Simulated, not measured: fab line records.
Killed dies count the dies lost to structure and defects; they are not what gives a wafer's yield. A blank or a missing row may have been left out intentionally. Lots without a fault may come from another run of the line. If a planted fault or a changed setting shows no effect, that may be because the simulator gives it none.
Matching of chambers / flow n5Finfet / N5_GATE_CUT_ALD_22 on aldSin-02 has 4 sister chambers
The step deposits SiNx, target thk 16 nm, pulse time 1 s, ald cycles 320. 14 wafers are shown with their chamber, then 7 later ones without.

## WAFERS PAIRED WITH THEIR CHAMBERS
wafer=L077.1; chamber=0; heaterPowerW (W)=762; precursorPulseHeightRel=0.998; susceptorTempC (C)=400.12
wafer=L077.2; chamber=3; heaterPowerW (W)=756; precursorPulseHeightRel=1.009; susceptorTempC (C)=399.95
wafer=L077.4; chamber=2; heaterPowerW (W)=1009; precursorPulseHeightRel=1.015; susceptorTempC (C)=400.02
wafer=L081.3; chamber=0; heaterPowerW (W)=758; precursorPulseHeightRel=0.993; susceptorTempC (C)=399.84
wafer=L081.4; chamber=1; heaterPowerW (W)=843; precursorPulseHeightRel=1.002; susceptorTempC (C)=399.97
wafer=L081.6; chamber=0; heaterPowerW (W)=770; precursorPulseHeightRel=0.977; susceptorTempC (C)=399.95
wafer=L090.1; chamber=2; heaterPowerW (W)=1018; precursorPulseHeightRel=0.981; susceptorTempC (C)=400.26
wafer=L090.5; chamber=2; heaterPowerW (W)=1024; precursorPulseHeightRel=1.002; susceptorTempC (C)=399.83
wafer=L090.6; chamber=3; heaterPowerW (W)=761; precursorPulseHeightRel=1.008; susceptorTempC (C)=400.10
wafer=L091.1; chamber=1; heaterPowerW (W)=847; precursorPulseHeightRel=0.988; susceptorTempC (C)=400.37
wafer=L091.2; chamber=2; heaterPowerW (W)=1012; precursorPulseHeightRel=0.985; susceptorTempC (C)=399.91
wafer=L091.4; chamber=2; heaterPowerW (W)=1007; precursorPulseHeightRel=1.006; susceptorTempC (C)=399.88
wafer=L092.2; chamber=0; heaterPowerW (W)=765; precursorPulseHeightRel=0.984; susceptorTempC (C)=400.62
wafer=L092.4; chamber=2; heaterPowerW (W)=1009; precursorPulseHeightRel=1.027; susceptorTempC (C)=400.02

SIGNATURES (averages over the wafers above)
reading=heaterPowerW; chamber 0=763.75; chamber 1=845.00; chamber 2=1013.17; chamber 3=758.50; scatter within a chamber=5.59
reading=precursorPulseHeightRel; chamber 0=0.98800; chamber 1=0.99500; chamber 2=1.00267; chamber 3=1.00850; scatter within a chamber=0.0138
reading=susceptorTempC; chamber 0=400.1325; chamber 1=400.1700; chamber 2=399.9867; chamber 3=400.0250; scatter within a chamber=0.238
Rule: for a wafer and a chamber, the distance is found by dividing, reading by reading, the gap between the wafer's reading and the chamber's mean by the reading's scatter, squaring, summing and taking the root. The wafer belongs to the nearest chamber; if the next one is less than 2 further off, it can't be placed. The scatter: take each reading less its chamber's mean, square it, sum over the shown wafers, divide by the number of wafers less the number of chambers, and take the root.

## WAFERS WITH NO CHAMBER GIVEN
wafer=L092.5; heaterPowerW (W)=767; precursorPulseHeightRel=1.002; susceptorTempC (C)=399.91
wafer=L076.2; heaterPowerW (W)=762; precursorPulseHeightRel=1.018; susceptorTempC (C)=399.92
wafer=L076.3; heaterPowerW (W)=860; precursorPulseHeightRel=0.995; susceptorTempC (C)=399.99
wafer=L076.5; heaterPowerW (W)=889; precursorPulseHeightRel=1.009; susceptorTempC (C)=400.21
wafer=L097.1; heaterPowerW (W)=1028; precursorPulseHeightRel=0.994; susceptorTempC (C)=399.80
wafer=L097.3; heaterPowerW (W)=781; precursorPulseHeightRel=0.992; susceptorTempC (C)=399.79
wafer=L097.6; heaterPowerW (W)=897; precursorPulseHeightRel=1.000; susceptorTempC (C)=400.36

## THE CHAMBER EACH PASSED THROUGH
wafer=L092.5; from the rows above=can't be placed: 0 or 3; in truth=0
wafer=L076.2; from the rows above=can't be placed: 3 or 0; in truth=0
wafer=L076.3; from the rows above=1; in truth=1
wafer=L076.5; from the rows above=1; in truth=1
wafer=L097.1; from the rows above=2; in truth=2
wafer=L097.3; from the rows above=can't be placed: 0 or 3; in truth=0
wafer=L097.6; from the rows above=1; in truth=1
Correctly placed: 4 of 7. These rows do not allow placing 3 (true chamber among the candidates in 3). 0 placed wrongly.
